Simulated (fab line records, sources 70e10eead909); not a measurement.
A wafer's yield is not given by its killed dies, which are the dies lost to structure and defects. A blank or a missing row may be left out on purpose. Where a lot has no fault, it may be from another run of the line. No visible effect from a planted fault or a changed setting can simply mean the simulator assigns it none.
Chamber matching | flow nand harc | cmp-02 running NHARC_A_STAIRCASE_CMP_450: 4 sister chambers
The step polishes SiO2, target thk 200 nm. 14 wafers are shown with their chamber, then 7 later ones without.

WAFERS WITH THEIR CHAMBER
wafer  | chamber | motor current A (A)
L074.2 | 2       | 10.8
L074.3 | 3       | 12.2
L074.6 | 3       | 11.3
L075.1 | 2       | 10.9
L075.4 | 1       | 11.3
L075.5 | 3       | 10.8
L077.3 | 3       | 11.1
L077.4 | 0       | 12.9
L077.6 | 2       | 10.8
L079.1 | 0       | 12.6
L079.2 | 1       | 11.7
L079.4 | 2       | 11.7
L089.1 | 1       | 11.5
L089.2 | 0       | 12.8

SIGNATURES, as means of the wafers listed above
reading         | chamber 0 | chamber 1 | chamber 2 | chamber 3 | scatter within a chamber
motor current A | 12.767    | 11.500    | 11.050    | 11.350    | 0.423
Rule: a wafer's distance from a chamber is the root of the sum, over the readings, of the square of ((its reading less the chamber's mean) divided by the reading's scatter). If the next closest chamber is less than 2 further off than the closest, the wafer can't be placed; otherwise it belongs to the closest. The scatter: the root of (the sum of the squares of (reading less its chamber's mean) over the shown wafers, divided by (wafers less chambers)).

WAFERS MISSING THEIR CHAMBER
wafer  | motor current A (A)
L089.3 | 10.6
L090.1 | 10.9
L090.5 | 11.1
L090.6 | 11.9
L091.3 | 11.3
L091.4 | 11.0
L091.6 | 12.0

WHICH CHAMBER EACH ONE RAN IN
wafer  | from the rows above               | in truth
L089.3 | can't be placed: 2 or 3 or 1      | 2
L090.1 | can't be placed: 2 or 3 or 1      | 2
L090.5 | can't be placed: 2 or 3 or 1      | 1
L090.6 | can't be placed: 1 or 3 or 2 or 0 | 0
L091.3 | can't be placed: 3 or 1 or 2      | 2
L091.4 | can't be placed: 2 or 3 or 1      | 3
L091.6 | can't be placed: 1 or 3 or 0 or 2 | 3
Correctly placed: 0 of 7. Cannot be placed on the basis of these rows: 7; the candidates contain the true chamber in 7. Number placed wrongly: 0.
